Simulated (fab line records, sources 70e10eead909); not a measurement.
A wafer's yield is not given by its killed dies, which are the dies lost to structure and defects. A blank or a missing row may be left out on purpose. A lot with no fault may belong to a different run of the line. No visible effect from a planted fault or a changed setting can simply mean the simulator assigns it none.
fab line records | flow nand-harc
record: lots: 5 wafers: 15 last-day: 33
route steps=1302 shown A_DECK1_JOINT@537 A_ONON_D2@545 END@1302
lots untouched by any fault: they come from a run of this same line in which no faults occurred
start-h: the number of hours between the record's first day and the start of the first shown wafer of the lot | wait-h: hours from the lot's prior step to this one | " identical to the entry in the row above | L1.1+2: a single row standing in for several wafers | - no value present, or no start provided | * or withheld: withheld | < > ~ a bound
route shown NAME@n: names a module that has steps shown in the file, with the first one's number in the route | usual: average and standard deviation across the fault-free wafers | same: alike in all rows | chamber/n: place in a boat | sites: per-site readings | _std_site: how widely they spread, as a standard deviation | _edge_site: outer sites' mean less inner sites' | radius-mm: for every site, how far away it sits from the centre of the wafer | mask NAME#n: copy n | behind: the most recent tool/chamber to have shaped the wafer | hold: reason for holding the lot/hours on hold/outcome of the hold | device: whichever transistor did not switch (one of n, p or np) | end of line: at the end of the route, the tests of the same wafers | step lacking rows: just its recipe | killed: count of dies lost to structure and defects at first sort (not the wafer's yield) | map: the dies of a wafer, with x for killed, . for not killed, _ for no die there
set.NAME: the run value of the setting; set.NAME@STEP: its run value at that earlier step | model.NAME: the simulator's own value behind a step, which no gauge read
lots seen at some steps along the route; tables by step, rows by wafer
services: from which hour (start-h, from the record's first day; less than 0 if before it) a tool's chamber was out of use, for how many hours, and why
== steps ==
step: NHARC_A_DECK1_JOINT_ANNEAL_28
recipe: temp-c: 500 time-s: 1800 idle-temp-c: 400 ramp-up-c-per-min: 10 densification-p-h2o-torr: 640
step: NHARC_A_DECK1_JOINT_ANNEAL_29
recipe: temp-c: 750 time-s: 1800 idle-temp-c: 500 ramp-up-c-per-min: 10 ramp-down-c-per-min: 3
step: NHARC_A_DECK1_JOINT_CMP_02
recipe: material: SiOx
usual: motor-current-A: 11.8/1 slurry-flow-ml-min: 150.0/0.47
columns lot.wafer tool chamber start-h wait-h motor-current-A slurry-flow-ml-min
L893.1 cmp-03 3 280.08 0.4 12.2 150.0
L893.2 " 0 " " 11.6 150.6
L893.5 " 0 " " 11.2 150.6
L899.1 cmp-03 1 341.41 0.4 12.5 149.6
L899.4 " 2 " " 13.1 149.8
L899.2 " 0 " " 11.3 150.2
L910.1 cmp-03 3 447.95 0.4 12.5 150.3
L910.2 " 1 " " 12.6 149.5
L910.5 " 2 " " 12.5 150.6
L912.3 cmp-01 2 486.78 0.4 12.0 149.6
L912.4 " 3 " " 13.2 150.8
L912.6 " 0 " " 11.3 149.8
L914.1 cmp-02 0 500.64 0.4 13.1 149.6
L914.4 " 1 " " 9.6 151.0
L914.6 " 1 " " 9.4 150.9
step: NHARC_A_DECK1_JOINT_SRD_15
step: NHARC_A_DECK1_JOINT_DEP_16
recipe: target-thk-a: 450 temp-c: 400 pressure-torr: 6.5 rf-w: 900 teos-flow-sccm: 161.4 flow-sccm: 2650 target-thk-nm: 45 gas: O2 material: SiO2
usual: heater-power-w: 523/89 showerhead-vpp-V: 1845/64 throttle-valve-pct: 16.1/0.68
columns lot.wafer tool chamber start-h wait-h heater-power-w showerhead-vpp-V throttle-valve-pct
L893.2 pecvd-03 2 280.68 0.3 524 1841 15.2
L893.1 " 1 " " 389 1741 16.1
L893.5 " 1 " " 398 1750 16.3
L899.1 pecvd-01 0 341.84 0.1 504 1887 17.1
L899.2 " 1 " " 572 1962 15.9
L899.4 " 2 " " 469 1744 15.6
L910.1 pecvd-04 0 448.31 0.1 546 1888 15.6
L910.2 " 1 " " 735 1811 16.3
L910.5 " 1 " " 729 1826 16.4
L912.3 pecvd-04 0 487.12 0.1 488 1872 15.2
L912.4 " 0 " " 515 1853 15.7
L912.6 " 1 " " 689 1807 15.5
L914.1 pecvd-04 1 501.05 0.1 655 1861 15.9
L914.4 " 0 " " 558 1871 15.5
L914.6 " 2 " " 415 1905 15.9
step: NHARC_A_DECK1_JOINT_THK_MEAS_17
recipe: thk-meas-gauge: ellipsometry
usual: thk-nm: 44.9/1.1
columns lot.wafer tool chamber start-h wait-h thk-nm
L893.1 film-metro-01 - 280.96 0.2 44.8
L893.2 " - " " 43.0
L893.5 " - " " 44.7
L899.1 film-metro-02 - 342.09 0.2 43.7
L899.2 " - " " 41.9
L899.4 " - " " 45.0
L910.1 film-metro-01 - 448.68 0.3 43.4
L910.2 " - " " 44.5
L910.5 " - " " 45.8
L912.3 film-metro-01 - 487.40 0.3 47.1
L912.4 " - " " 42.3
L912.6 " - " " 44.9
L914.1 film-metro-01 - 501.30 0.2 43.5
L914.4 " - " " 46.0
L914.6 " - " " 45.1
step: NHARC_A_DECK1_JOINT_INSPECT_05
usual: raw-defect-count: 383/150
columns lot.wafer tool chamber start-h wait-h raw-defect-count
L893.1 defect-inspect-01 - 281.00 0.0 369
L893.2 " - " " 374
L893.5 " - " " 833
L899.1 defect-inspect-01 - 342.13 0.0 264
L899.2 " - " " 242
L899.4 " - " " 170
L910.1 defect-inspect-02 - 448.72 0.0 328
L910.2 " - " " 575
L910.5 " - " " 359
L912.3 defect-inspect-02 - 487.43 0.0 508
L912.4 " - " " 643
L912.6 " - " " 747
L914.1 defect-inspect-02 - 501.34 0.0 189
L914.4 " - " " 450
L914.6 " - " " 315
step: NHARC_A_ONON_D2_DEP_00
recipe: target-thk-a: 10000 n2-flow-sccm: 2750 n2o-flow-sccm: 2000 nh3-flow-sccm: 500 sih4-flow-sccm: 210 temp-c: 400
step: NHARC_A_ONON_D2_THK_MEAS_02
recipe: thk-meas-gauge: ellipsometry
usual: thk-nm: 1004/9.2
columns lot.wafer tool chamber start-h wait-h thk-nm
L893.1 film-metro-02 - 281.82 - 1002
L893.2 " - " " 1003
L893.5 " - " " 1003
L899.1 film-metro-02 - 342.71 - 1001
L899.2 " - " " 1000
L899.4 " - " " 1001
L910.1 film-metro-01 - 449.30 - 1008
L910.2 " - " " 1011
L910.5 " - " " 1010
L912.3 film-metro-02 - 488.00 - 997
L912.4 " - " " 996
L912.6 " - " " 994
L914.1 film-metro-01 - 501.92 - 1017
L914.4 " - " " 1017
L914.6 " - " " 1018
step: NHARC_A_ONON_D2_DEP_03
recipe: target-thk-a: 10000 n2-flow-sccm: 2750 n2o-flow-sccm: 2000 nh3-flow-sccm: 500 sih4-flow-sccm: 210 temp-c: 400
step: NHARC_A_ONON_D2_THK_MEAS_05
recipe: thk-meas-gauge: ellipsometry
usual: thk-nm: 998/11
columns lot.wafer tool chamber start-h wait-h thk-nm
L893.1 film-metro-01 - 282.39 - 989
L893.2 " - " " 988
L893.5 " - " " 990
L899.1 film-metro-02 - 343.27 - 1002
L899.2 " - " " 1001
L899.4 " - " " 1002
L910.1 film-metro-02 - 449.86 - 1003
L910.2 " - " " 1002
L910.5 " - " " 1003
L912.3 film-metro-01 - 488.57 - 1019
L912.4 " - " " 1019
L912.6 " - " " 1021
L914.1 film-metro-02 - 502.48 - 1013
L914.4 " - " " 1011
L914.6 " - " " 1013
step: NHARC_A_ONON_D2_DEP_06
recipe: target-thk-a: 10000 n2-flow-sccm: 2750 n2o-flow-sccm: 2000 nh3-flow-sccm: 500 sih4-flow-sccm: 210 temp-c: 400
columns lot.wafer tool chamber start-h wait-h
L893.1+2+5 pecvd-onon-04 0 282.45 0.1
L899.1+2+4 pecvd-onon-01 0 343.33 0.1
L910.1+2+5 pecvd-onon-03 0 449.92 0.1
L912.3+4+6 pecvd-onon-01 0 488.74 0.2
L914.1+4+6 pecvd-onon-03 0 502.54 0.1
step: NHARC_A_ONON_D2_THK_MEAS_08
recipe: thk-meas-gauge: ellipsometry
usual: thk-nm: 999/9.8
columns lot.wafer tool chamber start-h wait-h thk-nm
L893.1 film-metro-02 - 282.96 - 1001
L893.2 " - " " 998
L893.5 " - " " 1002
L899.1 film-metro-02 - 343.83 - 998
L899.2 " - " " 999
L899.4 " - " " 1687
L910.1 film-metro-02 - 450.43 - 1005
L910.2 " - " " 1009
L910.5 " - " " 1006
L912.3 film-metro-01 - 489.14 - 1000
L912.4 " - " " 1001
L912.6 " - " " 1000
L914.1 film-metro-02 - 503.05 - 983
L914.4 " - " " 985
L914.6 " - " " 985
step: NHARC_A_ONON_D2_DEP_09
recipe: target-thk-a: 10000 n2-flow-sccm: 2750 n2o-flow-sccm: 2000 nh3-flow-sccm: 500 sih4-flow-sccm: 210 temp-c: 400
step: NHARC_END_SORT_01
recipe: temp-c: 25
usual: killed-at-array: 52/18 killed-at-other: 1.2/1.5 killed-at-periphery: 4/3.2 killed-dies: 57/17 killed-open: 3.1/1.9 killed-short: 2.5/1.7
same: gross-dies: 677
columns lot.wafer tool chamber start-h wait-h killed-at-array killed-at-other killed-at-periphery killed-dies killed-open killed-short
L899.4 prober-02 0 635.62 3.4 666 0 11 677 3 2
L910.1 prober-01 0 739.21 2.5 78 1 0 79 2 4
L910.5 prober-01 0 742.39 3.7 67 1 2 70 3 2
killed by level:class
L899.4 A_ONON_D2:area-dep=626 A_SLIT:chamber-film-flake=24 A_CHANNEL_HOLE_D2:chamber-film-flake=6 P_BONDPAD:chamber-film-flake=5 P_M1:chamber-film-flake=3 A_CHANNEL_HOLE_D1:chamber-film-flake=2 A_M0:chamber-film-flake=2 P_CONTACT:geometric-particle:open=1
L910.1 A_CHANNEL_HOLE_D1:chamber-film-flake=26 A_CHANNEL_HOLE_D2:chamber-film-flake=23 A_CONTACT:chamber-film-flake=9 A_SLIT:chamber-film-flake=6 A_WL_FILL:chamber-film-flake=4 A_STAIRCASE:chamber-film-flake=2 A_SOURCE_PLATE:geometric-particle:short=1 A_ONON_D1:geometric-particle:open=1
L910.5 A_CHANNEL_HOLE_D1:chamber-film-flake=32 A_CHANNEL_HOLE_D2:chamber-film-flake=23 A_WL_FILL:chamber-film-flake=3 A_CONTACT:chamber-film-flake=3 A_STAIRCASE:chamber-film-flake=2 P_CONTACT:geometric-particle:open=1 P_M1:geometric-particle:open=1 A_ONON_D1:geometric-particle:short=1
map L899.4 (x killed, . not)
____________x____________
_________xxxxxxx_________
_______xxxxxxxxxxx_______
______xxxxxxxxxxxxx______
_____xxxxxxxxxxxxxxx_____
____xxxxxxxxxxxxxxxxx____
____xxxxxxxxxxxxxxxxx____
___xxxxxxxxxxxxxxxxxxx___
___xxxxxxxxxxxxxxxxxxx___
__xxxxxxxxxxxxxxxxxxxxx__
__xxxxxxxxxxxxxxxxxxxxx__
_xxxxxxxxxxxxxxxxxxxxxxx_
_xxxxxxxxxxxxxxxxxxxxxxx_
_xxxxxxxxxxxxxxxxxxxxxxx_
_xxxxxxxxxxxxxxxxxxxxxxx_
_xxxxxxxxxxxxxxxxxxxxxxx_
xxxxxxxxxxxxxxxxxxxxxxxxx
xxxxxxxxxxxxxxxxxxxxxxxxx
xxxxxxxxxxxxxxxxxxxxxxxxx
xxxxxxxxxxxxxxxxxxxxxxxxx
xxxxxxxxxxxxxxxxxxxxxxxxx
_xxxxxxxxxxxxxxxxxxxxxxx_
_xxxxxxxxxxxxxxxxxxxxxxx_
_xxxxxxxxxxxxxxxxxxxxxxx_
_xxxxxxxxxxxxxxxxxxxxxxx_
_xxxxxxxxxxxxxxxxxxxxxxx_
__xxxxxxxxxxxxxxxxxxxxx__
__xxxxxxxxxxxxxxxxxxxxx__
___xxxxxxxxxxxxxxxxxxx___
___xxxxxxxxxxxxxxxxxxx___
____xxxxxxxxxxxxxxxxx____
____xxxxxxxxxxxxxxxxx____
_____xxxxxxxxxxxxxxx_____
______xxxxxxxxxxxxx______
_______xxxxxxxxxxx_______
_________xxxxxxx_________
____________x____________
map L912.6 (x killed, . not)
____________x____________
_________.xx...._________
_______..xx..x...._______
______.............______
_____.........x....._____
____.................____
____..............x..____
___.....x..........x..___
___...................___
__.........x.....x.....__
__...x.................__
_....x.xx.........x....._
_.....xxxx.............._
_....xxxx.......x......._
_...x.xxx.x............._
_....x.xx..............._
...x.xxx..x......x.......
.....xxx.x...............
.....xxx.................
.........................
........................x
_......x................_
_......................._
_......................._
_......................x_
_......................._
__.....................__
__...x.......x.........__
___........xx....x.x..___
___...........xxx.....___
____..........xx.....____
____.......x.xxx.x...____
_____.....x.xxx....._____
______....x.xxxxx..______
_______.....xxxxx._______
_________.....xx_________
____________x____________
== services ==
columns tool chamber start-h hours kind
cmp-01 - 259.23 0.2 repair
cmp-03 - 260.12 4.0 pm
pecvd-04 - 262.76 0.9 repair
pecvd-01 - 266.16 0.3 repair
pecvd-04 - 269.00 13.0 pm
pecvd-onon-01 - 269.09 13.0 pm
cmp-01 - 283.50 4.0 pm
pecvd-04 2 292.80 11.0 repair
pecvd-onon-04 - 311.31 13.0 pm
pecvd-01 - 312.73 13.0 pm
pecvd-04 0 325.47 29.9 repair
pecvd-onon-03 - 330.47 9.8 repair
cmp-02 - 330.50 4.0 pm
cmp-01 - 337.22 3.2 repair
pecvd-01 2 350.43 2.0 repair
cmp-03 - 353.78 1.9 repair
cmp-03 - 358.12 4.0 pm
pecvd-03 - 374.25 13.0 pm
pecvd-onon-03 - 408.00 13.0 pm
cmp-03 - 431.83 1.8 repair
pecvd-04 2 445.47 17.1 repair
pecvd-04 - 450.00 13.0 pm
pecvd-onon-01 - 450.09 13.0 pm
cmp-03 - 456.12 4.0 pm
== key ==
first-sign: step: NHARC_A_ONON_D2_THK_MEAS_08 reading: thk-nm direction: up sigmas: 70 usual: 999 struck: 1687
effect: step: NHARC_END_SORT_01 reading: killed-dies direction: up sigmas: 36 usual: 57 struck: 677
more-kills-born-at: NHARC_A_ONON_D2_DEP_06@pecvd-onon-01: 626
met-at NHARC_A_ONON_D2_DEP_06
struck-wafers L899.4
later-rows-left-out L899.4
tester-left-out L899
fault: kind: process-parameter-drift tool: pecvd-onon-01 chamber: - onset-h: 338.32 steps: NHARC_A_ONON_D2_DEP_06 channel: target-thk-a offset: * shape: step end-h: 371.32 scope: struck-wafers-only acts-in: * stated: *
tester-left-out: of these lots the tester's yield and bins aren't shown, on N5 and GAA mostly nor the transistor test; their killed dies are dies lost to structure and defects alone, not to doping, threshold or leakage, so they don't give the yield
later-rows-left-out: the simulator's readings of these wafers behind a module that went badly wrong aren't trusted and aren't shown, but for the sort
